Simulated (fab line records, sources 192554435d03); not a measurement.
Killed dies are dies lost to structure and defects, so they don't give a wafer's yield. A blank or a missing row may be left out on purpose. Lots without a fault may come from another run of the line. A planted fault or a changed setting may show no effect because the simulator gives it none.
fab line records | flow n5_finfet
record lots=6 wafers=18 last_day=19
route steps=1938 shown BEOL_M2@894 BEOL_M4@1111 PASSIVATION@1936
lots that met no fault: from a run of the same line without faults
start_h: hours from the record's first day to the start of the lot's first wafer shown | wait_h: hours since the lot's step before | " the same as in the row above | L1.1+2: a row that stands for several wafers | - no value, or no start given | * or withheld: withheld | < > ~ a bound
route shown NAME@n: a module of which the file shows steps, and the number in the route of the first | usual: mean/standard deviation of fault-free wafers | same: alike in all rows | chamber/n: place in a boat | sites: the reading at each site | _std_site: their standard deviation | _edge_site: outer sites' mean less inner sites' | radius_mm: how far each site lies from the wafer's centre | mask NAME#n: copy n | behind: the tool/chamber that last shaped the wafer | hold: why the lot was held/for how many hours/how that ended | device: the transistor (n, p or np) that didn't switch | end of line: the same wafers' tests at the end of the route | a step without rows: its recipe alone | killed: dies lost to structure and defects at the first sort, not the wafer's yield | map: a wafer's dies, x killed, . not, _ none there
set.NAME: the setting as run; set.NAME@STEP: as run at that earlier step | model.NAME: the simulator's own value behind a step, which no gauge read
lots at some steps of the route; a table a step, a row a wafer
## steps
# step N5_BEOL_M2_HM_STRIP_39
# recipe chemistry=peroxide_tin_strip material=TiN target_depth_a=250 temp_c=50 time_s=158
# step N5_BEOL_M2_SRD_40
# recipe time_s=30 temp_c=23 rinse_liquid=diw dry=ipa_marangoni
# step N5_BEOL_M2_PRECLEAN_42
# recipe chemistry=residue_remover time_s=60 temp_c=40
# step N5_BEOL_M2_SRD_43
# recipe time_s=30 temp_c=23 rinse_liquid=diw dry=ipa_marangoni
# step N5_BEOL_M2_CD_MEAS_35
# recipe target_cd_nm=18 target_cd_y_nm=22.2 polarity=opening
# usual cd_nm=18.1/0.39
# columns lot.wafer tool chamber start_h wait_h cd_nm
L438.2 cd_sem-03 - 154.49 0.0 18.6
L438.4 " - " " 17.7
L438.6 " - " " 18.1
L444.2 cd_sem-02 - 202.43 0.0 18.6
L444.5 " - " " 18.2
L444.6 " - " " 18.4
L445.1 cd_sem-01 - 202.44 0.0 17.4
L445.3 " - " " 18.2
L445.5 " - " " 17.4
L446.2 cd_sem-03 - 205.44 0.0 17.9
L446.3 " - " " 18.2
L446.5 " - " " 18.4
L455.3 cd_sem-02 - 253.76 0.0 17.8
L455.5 " - " " 18.0
L455.6 " - " " 18.6
L457.1 cd_sem-02 - 273.27 0.0 17.9
L457.3 " - " " 18.2
L457.5 " - " " 18.0
# step N5_BEOL_M2_DEGAS_44
# recipe ambient=vacuum temp_c=250 time_s=60
# usual heater_power_w=319/38
# columns lot.wafer tool chamber start_h wait_h heater_power_w
L438.2 pvd_sputter-03 - 155.15 0.7 300
L438.4 " - " " 313
L438.6 " - " " 329
L444.2 pvd_sputter-01 - 202.81 0.4 383
L444.5 " - " " 377
L444.6 " - " " 268
L445.1 pvd_sputter-02 - 202.87 0.4 260
L445.3 " - " " 350
L445.5 " - " " 293
L446.2 pvd_sputter-03 - 205.65 0.2 304
L446.3 " - " " 341
L446.5 " - " " 341
L455.3 pvd_sputter-01 - 254.79 1.0 394
L455.5 " - " " 347
L455.6 " - " " 391
L457.1 pvd_sputter-02 - 273.39 0.1 259
L457.3 " - " " 319
L457.5 " - " " 309
# step N5_BEOL_M2_PRE_CLEAN_45
# recipe gas=H2/He time_s=30 temp_c=250
# usual heater_power_w=318/37
# columns lot.wafer tool chamber start_h wait_h heater_power_w
L438.2 pvd_sputter-03 - 155.19 0.0 304
L438.4 " - " " 296
L438.6 " - " " 334
L444.2 pvd_sputter-01 - 202.85 0.0 372
L444.5 " - " " 397
L444.6 " - " " 267
L445.1 pvd_sputter-02 - 202.91 0.0 265
L445.3 " - " " 351
L445.5 " - " " 296
L446.2 pvd_sputter-03 - 205.69 0.0 298
L446.3 " - " " 343
L446.5 " - " " 338
L455.3 pvd_sputter-01 - 254.83 0.0 392
L455.5 " - " " 353
L455.6 " - " " 382
L457.1 pvd_sputter-02 - 273.43 0.0 266
L457.3 " - " " 316
L457.5 " - " " 308
# step N5_BEOL_M2_ALD_84
# recipe material=TaN target_thk_a=* temp_c=275 ald_precursor_family=PDMAT ald_co_reactant=NH3 pressure_torr=3 carrier_flow_sccm=1500 pulse_time_s=2 purge_time_s=3 co_reactant_purge_time_s=2 co_reactant_pulse_time_s=3 ald_cycles=30 precursor_vessel_temp_c=75 precursor_vessel_pressure_torr=26.25 precursor_vessel_carrier_sccm=1000
# step N5_BEOL_M2_SURFACE_TREAT_85
# recipe gas=Ar time_s=* ion_energy_ev=* ion_current_ma_cm2=0.5 pressure_mtorr=* ar_flow_sccm=30
# usual throttle_valve_pct=*
# columns lot.wafer tool chamber start_h wait_h throttle_valve_pct
L438.2 pvd_sputter-01 - 155.49 0.1 *
L438.4 " - " " *
L438.6 " - " " *
L444.2 pvd_sputter-02 - 203.19 0.2 *
L444.5 " - " " *
L444.6 " - " " *
L445.1 pvd_sputter-02 - 203.23 0.1 *
L445.3 " - " " *
L445.5 " - " " *
L446.2 pvd_sputter-02 - 205.97 0.1 *
L446.3 " - " " *
L446.5 " - " " *
L455.3 pvd_sputter-01 - 255.23 0.2 *
L455.5 " - " " *
L455.6 " - " " *
L457.1 pvd_sputter-01 - 273.76 0.1 *
L457.3 " - " " *
L457.5 " - " " *
# step N5_BEOL_M2_CVD_47
# recipe material=Co target_thk_a=30 temp_c=withheld precursor=CCTBA/H2 pressure_torr=30 time_s=223.8
# step N5_BEOL_M2_SPUTTER_48
# recipe material=Cu target_thk_a=45 temp_c=-20 chamber_pressure_pa=0.07 power_w=withheld time_s=8.29
# step N5_BEOL_M2_ANNEAL_49
# recipe temp_c=400 time_s=240 ambient=vacuum
# usual heater_power_w=780/75
# columns lot.wafer tool chamber start_h wait_h heater_power_w
L438.2 pvd_sputter-02 - 155.85 0.0 744
L438.4 " - " " 634
L438.6 " - " " 782
L444.2 pvd_sputter-02 - 203.55 0.0 891
L444.5 " - " " 785
L444.6 " - " " 645
L445.1 pvd_sputter-01 - 203.69 0.0 898
L445.3 " - " " 967
L445.5 " - " " 746
L446.2 pvd_sputter-02 - 206.63 0.0 775
L446.3 " - " " 648
L446.5 " - " " 650
L455.3 pvd_sputter-01 - 255.67 0.0 889
L455.5 " - " " 657
L455.6 " - " " 962
L457.1 pvd_sputter-03 - 274.28 0.0 744
L457.3 " - " " 862
L457.5 " - " " 756
# step N5_BEOL_M2_SPUTTER_79
# recipe material=Cu target_thk_a=45 temp_c=-20 chamber_pressure_pa=0.07 power_w=withheld time_s=8.29
# usual chamber_pressure_pa=0.07/0.00014 throttle_valve_pct=29.8/1.3
# columns lot.wafer tool chamber start_h wait_h chamber_pressure_pa throttle_valve_pct
L438.2 pvd_sputter-02 - 155.99 0.1 0.06999 30.1
L438.4 " - " " 0.06975 30.9
L438.6 " - " " 0.07001 28.0
L444.2 pvd_sputter-02 - 203.69 0.1 0.07 30.0
L444.5 " - " " 0.05717 31.0
L444.6 " - " " 0.06979 31.0
L445.1 pvd_sputter-01 - 203.83 0.1 0.07009 33.2
L445.3 " - " " 0.06983 29.4
L445.5 " - " " 0.07006 30.4
L446.2 pvd_sputter-02 - 206.77 0.1 0.05709 31.2
L446.3 " - " " 0.07007 31.3
L446.5 " - " " 0.07 31.1
L455.3 pvd_sputter-01 - 255.81 0.1 0.07023 33.3
L455.5 " - " " 0.0699 31.2
L455.6 " - " " 0.07013 29.3
L457.1 pvd_sputter-03 - 279.82 5.5 0.06999 31.0
L457.3 " - " " 0.06983 28.3
L457.5 " - " " 0.07001 29.9
# step N5_BEOL_M2_ANNEAL_80
# recipe temp_c=400 time_s=240 ambient=vacuum
# usual heater_power_w=779/73
# columns lot.wafer tool chamber start_h wait_h heater_power_w
L438.2 pvd_sputter-02 - 156.07 0.0 735
L438.4 " - " " 640
L438.6 " - " " 790
L444.2 pvd_sputter-02 - 203.77 0.0 836
L444.5 " - " " 793
L444.6 " - " " 652
L445.1 pvd_sputter-01 - 203.91 0.0 893
L445.3 " - " " 955
L445.5 " - " " 738
L446.2 pvd_sputter-02 - 206.85 0.0 805
L446.3 " - " " 653
L446.5 " - " " 649
L455.3 pvd_sputter-01 - 255.89 0.0 863
L455.5 " - " " 632
L455.6 " - " " 980
L457.1 pvd_sputter-03 - 279.90 0.0 764
L457.3 " - " " 847
L457.5 " - " " 746
# step N5_BEOL_M4_RC_MEAS_101
# usual DIBL_N=36.1/1.6 DIBL_P=35.8/2 IOFF_N=0.157/0.029 IOFF_P=0.21/0.034 ION_N=677/13 ION_P=465/8.1 SS_N=71.3/0.61 SS_P=73.2/0.65 VT_N=249/3.3 VT_P=-250/3.2
# columns lot.wafer tool chamber start_h wait_h DIBL_N[mV/V] DIBL_P[mV/V] IOFF_N[nA/um] IOFF_P[nA/um] ION_N[uA/um] ION_P[uA/um] SS_N[mV/dec] SS_P[mV/dec] VT_N[mV] VT_P[mV]
L438.2 prober-02 0 205.54 0.2 34.9 34.2 0.161 0.18 681 466 71.0 73.5 246 -250
L438.4 " 0 " " 34.1 34.2 0.137 0.18 667 461 70.6 72.7 251 -251
L438.6 " 0 " " 34.9 33.5 0.155 0.18 698 468 70.4 72.3 248 -253
L444.2 prober-01 0 240.43 0.2 35.5 35.6 0.132 0.18 663 454 71.5 73.5 252 -253
L444.5 " 0 " " 35.3 35.5 0.131 0.18 666 454 71.2 72.9 254 -254
L444.6 " 0 " " 37.5 38.2 0.182 0.22 684 462 72.0 73.2 245 -251
L445.1 prober-01 0 243.02 0.0 38.9 39.3 0.208 0.29 685 479 71.3 74.1 244 -246
L445.3 " 0 " " 38.8 38.3 0.199 0.26 677 465 71.9 74.2 245 -247
L445.5 " 0 " " 38.1 38.6 0.187 0.26 679 471 72.1 73.3 246 -246
L446.2 prober-01 0 245.02 0.2 35.6 34.8 0.155 0.23 674 462 71.0 72.5 248 -247
L446.3 " 0 " " 35.3 34.7 0.144 0.24 660 462 71.1 72.7 252 -246
L446.5 " 0 " " 32.6 31.8 0.116 0.19 661 464 69.8 72.5 251 -246
L455.3 prober-01 0 307.99 0.4 35.8 36.8 0.152 0.23 688 473 71.1 74.0 247 -249
L455.5 " 0 " " 38.5 39.3 0.196 0.27 679 466 71.6 74.1 247 -244
L455.6 " 0 " " 34.5 34.6 0.130 0.19 680 472 70.4 73.2 250 -250
L457.1 prober-01 0 315.54 0.0 33.1 32.8 0.110 0.19 667 471 70.2 72.1 253 -251
L457.3 " 0 " " 36.5 36.5 0.163 0.24 685 473 71.6 73.7 250 -248
L457.5 " 0 " " 36.3 35.5 0.148 0.22 665 462 70.9 72.9 251 -250
# step N5_PASSIVATION_PROBE_49
# usual defect_limited_yield=91.0/1.4 killed_at_M0_to_M3=33/11 killed_at_M4_up=14/5 killed_at_contacts=11/7.3 killed_at_front_end=43/12 killed_at_other=4/3.1 killed_dies=106/17 killed_open=69/13 killed_short=34/8.7 sort_bin_5_function=5.2/0.96 sort_bin_6_memory=3.3/0.66 sort_n_pass=1074/17 sort_yield_pct=91.0/1.4
# same gross_dies=1180 killed_at_back_side=0 sort_bin_4_leakage[%]=0 sort_bin_8_speed[%]=0
# columns lot.wafer tool chamber start_h wait_h defect_limited_yield[%] killed_at_M0_to_M3 killed_at_M4_up killed_at_contacts killed_at_front_end killed_at_other killed_dies killed_open killed_short sort_bin_5_function[%] sort_bin_6_memory[%] sort_n_pass sort_yield_pct[%]
L444.2 prober-01 - 349.18 0.1 89.3 60 10 9 41 6 126 70 56 5.8 4.5 1054 89.3
L444.5 prober-01 - 349.33 0.2 92.6 22 10 11 39 5 87 61 26 4.1 3.1 1093 92.6
L444.6 prober-01 - 349.38 0.3 91.7 34 18 5 35 6 98 58 33 4.8 2.9 1082 91.7
L457.1 prober-01 - 444.58 0.0 91.4 38 13 14 24 12 101 67 33 4.7 3.6 1079 91.4
L457.3 prober-01 - 444.68 0.1 91.0 44 17 15 25 5 106 69 35 5.3 3.6 1074 91.0
L457.5 prober-01 - 444.78 0.2 92.7 33 16 6 27 4 86 55 31 4.2 3.0 1094 92.7
# killed by level:class
L444.2 BEOL_M0_SAQP:geometric_particle:short=21 FIN_SAQP:geometric_particle:open=15 BEOL_M1:geometric_particle:open=12 BEOL_M0_SAQP:geometric_particle:open=10 BEOL_M2:geometric_particle:open=7 FIN_SAQP:geometric_particle:short=5 GATE_CUT:geometric_particle:short=5 MOL_CONTACT_COAG:geometric_particle:open=5
L444.5 STI_FIN_REVEAL:geometric_particle:open=9 MOL_CONTACT_COAG:geometric_particle:open=7 BEOL_M1:geometric_particle:open=6 BEOL_M2:geometric_particle:open=5 STARTING-WAFER:geometric_particle:open=5 DUMMY_GATE:geometric_particle:open=4 GATE_CUT:geometric_particle:open=4 MOL_CONTACT_COAG:geometric_particle:short=4
L444.6 BEOL_M2:geometric_particle:open=10 BEOL_M0_SAQP:geometric_particle:short=7 GATE_CUT:geometric_particle:open=6 BEOL_M4:geometric_particle:open=6 BEOL_M5:geometric_particle:open=6 HKMG_FIN:area_etch=6 BEOL_M1:geometric_particle:open=5 FIN_SAQP:geometric_particle:short=4
L457.1 MOL_CONTACT_COAG:geometric_particle:open=13 BEOL_M0_SAQP:geometric_particle:open=13 BEOL_M0_SAQP:geometric_particle:short=10 BEOL_M3:geometric_particle:open=6 MIM_TOP_ETCH:geometric_particle:short=6 STI_FIN_REVEAL:geometric_particle:open=5 BEOL_M0:geometric_particle:short=5 FIN_SAQP:geometric_particle:open=4
L457.3 MOL_CONTACT_COAG:geometric_particle:open=14 BEOL_M0_SAQP:geometric_particle:open=13 GATE_CUT:geometric_particle:short=11 BEOL_M3:geometric_particle:open=8 BEOL_M0_SAQP:geometric_particle:short=7 BEOL_M1:geometric_particle:open=4 BEOL_M0:geometric_particle:open=4 BEOL_M1:geometric_particle:short=4
L457.5 STI_FIN_REVEAL:geometric_particle:open=15 BEOL_M0_SAQP:geometric_particle:open=9 BEOL_M0_SAQP:geometric_particle:short=7 STI_FIN_REVEAL:geometric_particle:short=5 BEOL_M4:geometric_particle:open=5 MOL_CONTACT_COAG:geometric_particle:short=4 BEOL_M2:geometric_particle:open=4 BEOL_M5:geometric_particle:open=4
## key
first_sign step=N5_BEOL_M2_SPUTTER_79 reading=chamber_pressure_pa direction=down sigmas=89 usual=0.07 struck=0.05713
effect none on later readings
met_at N5_BEOL_M2_SPUTTER_79
struck_wafers L444.5,L446.2
onset_between 155.99 203.69
fault kind=process_parameter_drift tool=pvd_sputter-02 chamber=- onset_h=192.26 steps=N5_BEOL_M2_SPUTTER_79 channel=chamber_pressure_pa offset=-0.012941 shape=step end_h=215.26 acts_in=these_recipes_only stated=0.07 scope=struck_wafers_only
